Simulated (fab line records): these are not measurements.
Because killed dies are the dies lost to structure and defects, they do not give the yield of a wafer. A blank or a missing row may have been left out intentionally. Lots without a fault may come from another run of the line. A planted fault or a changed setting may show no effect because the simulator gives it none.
One fault seen from 2 desks	flow n5-finfet	each desk holds nothing but its own numbers, with what lay behind them at the end

## THE DEFECT DESK
Counts from the inspections along the route, per lot, as means over the sampled wafers that have a number. Marked OUT: a lot whose mean sits more than 4 standard deviations from the usual mean, which makes it out of limits; the brackets give that distance.
Columns: A = raw-defect-count at N5_BEOL_M4_INSPECT_59, usual 67
lot	first seen here	A
L190	day 8 16:05	69
L192	day 8 23:46	48
L195	day 9 15:28	66
L196	day 9 23:25	78
L197	day 10 09:18	67
L199	day 10 14:44	58
L198	day 10 17:29	84
L204	day 12 02:12	86
L206	day 12 05:35	67
L207	day 12 10:32	73
L212	day 14 04:14	51
Result from this desk: across the 11 lots, nothing is out of limits.

## THE METROLOGY DESK
What the gauges read for every lot (on any tool): the sampled wafers with a number, averaged. Marked OUT: a lot whose mean sits more than 4 standard deviations from the usual mean, which makes it out of limits; the brackets give that distance. Readings shown: 7 of its 10, picked as those furthest out on some lot.
Columns: A = DIBL_P at N5_BEOL_M4_RC_MEAS_101, usual 35.8 mV/V; B = IOFF_N at N5_BEOL_M4_RC_MEAS_101, usual 0.152 nA/um; C = IOFF_P at N5_BEOL_M4_RC_MEAS_101, usual 0.204 nA/um; D = ION_N at N5_BEOL_M4_RC_MEAS_101, usual 672 uA/um; E = ION_P at N5_BEOL_M4_RC_MEAS_101, usual 461 uA/um; F = VT_N at N5_BEOL_M4_RC_MEAS_101, usual 250.0 mV; G = VT_P at N5_BEOL_M4_RC_MEAS_101, usual -250.6 mV
lot	first seen here	A	B	C	D	E	F	G
L190	day 8 16:16	34.7	0.154	0.211	677	464	249.3	-248.0
L192	day 8 23:56	34.9	0.144	0.204	674	462	247.9	-249.4
L195	day 9 15:29	37.4	0.156	0.210	673	461	251.1	-251.8
L196	day 9 23:45	36.4	0.152	0.220	680	469	250.6	-250.1
L197	day 10 09:29	36.2	0.146	0.216	676	467	249.3	-247.9
L199	day 10 14:46	35.6	0.155	0.184	673	455	249.5	-252.7
L198	day 10 17:40	38.8	0.163	0.207	669	455	249.2	-252.7
L204	day 12 02:14	37.8	0.160	0.221	670	464	249.4	-250.2
L206	day 12 05:37	34.9	0.126	0.171	662	456	253.6	-255.3
L207	day 12 10:52	35.0	0.143	0.208	664	462	250.4	-249.3
L212	day 14 04:25	34.4	0.171	0.206	677	462	247.2	-249.6
Result from this desk: across the 11 lots, nothing is out of limits.

## PUT TOGETHER
The defect desk saw nothing out of limits.
From the metrology desk's view, nothing was out of limits.

## WHAT HAD BEEN PUT IN BY THE SIMULATOR
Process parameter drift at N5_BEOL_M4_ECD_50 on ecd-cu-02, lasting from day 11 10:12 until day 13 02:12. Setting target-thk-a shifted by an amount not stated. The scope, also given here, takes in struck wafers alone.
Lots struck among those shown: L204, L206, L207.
